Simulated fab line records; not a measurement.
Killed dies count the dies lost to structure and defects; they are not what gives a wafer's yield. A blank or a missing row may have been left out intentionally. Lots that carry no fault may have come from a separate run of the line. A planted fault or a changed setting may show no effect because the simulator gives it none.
Lot-split experiment / flow n5 finfet / route with 1938 steps; 7 lots, 21 wafers read

ABOUT THE SPLIT
At N5_BEOL_M4_ILD_DEP_00 (deposits SiOC from DEMS/O2, target thk 79 nm, time 15.3 s), the setting time s was moved away from the recipe's 15.3 s on 3 of the 21 wafers read, by +4.9% to +8.6%. This setting was run at the recipe's value on the other wafers.

The file shows no step between the split and the reading.

THE READING
M4_ILD_THK at N5_BEOL_M4_THK_MEAS_01, in nm. On this fab line, fault-free wafers typically give 79.1 nm with a standard deviation of 0.94 nm.

wafer=L076.1; tool, chamber at the split=pecvd-04, 0; time s as run, s=15.3; against the recipe=recipe; M4_ILD_THK, nm=79.0; against lot-mates on the recipe=-
wafer=L076.3; tool, chamber at the split=pecvd-04, 1; time s as run, s=15.3; against the recipe=recipe; M4_ILD_THK, nm=78.5; against lot-mates on the recipe=-
wafer=L076.5; tool, chamber at the split=pecvd-04, 0; time s as run, s=15.3; against the recipe=recipe; M4_ILD_THK, nm=79.2; against lot-mates on the recipe=-
wafer=L077.2; tool, chamber at the split=pecvd-02, 1; time s as run, s=16.62; against the recipe=+8.6%; M4_ILD_THK, nm=85.4; against lot-mates on the recipe=+5.5
wafer=L077.3; tool, chamber at the split=pecvd-02, 1; time s as run, s=15.3; against the recipe=recipe; M4_ILD_THK, nm=79.9; against lot-mates on the recipe=-
wafer=L077.6; tool, chamber at the split=pecvd-02, 0; time s as run, s=16.62; against the recipe=+8.6%; M4_ILD_THK, nm=87.6; against lot-mates on the recipe=+7.7
wafer=L078.3; tool, chamber at the split=pecvd-04, 0; time s as run, s=15.3; against the recipe=recipe; M4_ILD_THK, nm=77.6; against lot-mates on the recipe=-
wafer=L078.4; tool, chamber at the split=pecvd-04, 1; time s as run, s=15.3; against the recipe=recipe; M4_ILD_THK, nm=78.9; against lot-mates on the recipe=-
wafer=L078.6; tool, chamber at the split=pecvd-04, 0; time s as run, s=15.3; against the recipe=recipe; M4_ILD_THK, nm=79.3; against lot-mates on the recipe=-
wafer=L080.3; tool, chamber at the split=pecvd-04, 1; time s as run, s=15.3; against the recipe=recipe; M4_ILD_THK, nm=77.3; against lot-mates on the recipe=-
wafer=L080.4; tool, chamber at the split=pecvd-04, 2; time s as run, s=15.3; against the recipe=recipe; M4_ILD_THK, nm=78.3; against lot-mates on the recipe=-
wafer=L080.5; tool, chamber at the split=pecvd-04, 1; time s as run, s=15.3; against the recipe=recipe; M4_ILD_THK, nm=79.2; against lot-mates on the recipe=-
wafer=L083.3; tool, chamber at the split=pecvd-04, 2; time s as run, s=15.3; against the recipe=recipe; M4_ILD_THK, nm=77.9; against lot-mates on the recipe=-
wafer=L083.5; tool, chamber at the split=pecvd-04, 2; time s as run, s=15.3; against the recipe=recipe; M4_ILD_THK, nm=80.4; against lot-mates on the recipe=-
wafer=L083.6; tool, chamber at the split=pecvd-04, 0; time s as run, s=15.3; against the recipe=recipe; M4_ILD_THK, nm=79.9; against lot-mates on the recipe=-
wafer=L086.1; tool, chamber at the split=pecvd-04, 1; time s as run, s=16.05; against the recipe=+4.9%; M4_ILD_THK, nm=81.7; against lot-mates on the recipe=+3.3
wafer=L086.3; tool, chamber at the split=pecvd-04, 0; time s as run, s=15.3; against the recipe=recipe; M4_ILD_THK, nm=77.1; against lot-mates on the recipe=-
wafer=L086.5; tool, chamber at the split=pecvd-04, 2; time s as run, s=15.3; against the recipe=recipe; M4_ILD_THK, nm=79.8; against lot-mates on the recipe=-
wafer=L091.1; tool, chamber at the split=pecvd-04, 2; time s as run, s=15.3; against the recipe=recipe; M4_ILD_THK, nm=78.9; against lot-mates on the recipe=-
wafer=L091.3; tool, chamber at the split=pecvd-04, 0; time s as run, s=15.3; against the recipe=recipe; M4_ILD_THK, nm=79.3; against lot-mates on the recipe=-
wafer=L091.4; tool, chamber at the split=pecvd-04, 1; time s as run, s=15.3; against the recipe=recipe; M4_ILD_THK, nm=79.2; against lot-mates on the recipe=-

THE FIT
A straight line over all 21 wafers: M4_ILD_THK changes by +0.845 nm for each +1% of time s; r = +0.92; the points scatter about the line by 1 nm.
The same after taking each lot's own level away (the mean of its wafers on the recipe; 21 wafers): +0.752 nm for each +1%; r = +0.93; scatter 0.84 nm.
Per that fit: largest time s move, reading shift of 6.5 nm.
Measured against the standard deviation above, the lots' own levels, which go from 78.27 to 79.90 nm, span 1.7 times it.
Thus the slope moves with the lot-to-lot level: the two fits are different.
Check: with one of the wafers moved furthest among these (+8.6%) left out of the fit, the line predicts +7.22 nm for it against its lot-mates. Against them it came out at +5.5 nm.

FURTHER SPLITS ON THESE WAFERS
Note: prior to the reading, these wafers also went through further splits. Each is held against what the fit with the lots' levels taken away leaves over:
other split on the same wafers=N5_BEOL_M3_EXPOSE_08 dose mj; wafers away from the commonest value=3; r with M4_ILD_THK (lot level and that fit taken away)=+0.15

THE WHOLE CHAIN: every reading that the file lists as answering this split, in the file's order
step=N5_BEOL_M4_ILD_DEP_00; what it does=deposits SiOC from DEMS/O2, target thk 79 nm, time 15.3 s; reading=SiOC_of_BEOL_M4_ILD_DEP_00.thk nm (the simulator's own value, which no gauge read); change (the file's fit)=+0.75 nm for each +1% of the setting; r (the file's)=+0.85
step=N5_BEOL_M4_THK_MEAS_01; what it does=; reading=M4_ILD_THK; change (the file's fit)=+0.741 for each +1% of the setting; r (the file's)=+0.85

FILE'S OWN FIT
M4_ILD_THK changes by +0.741 nm for each +1% of time s, r = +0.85.
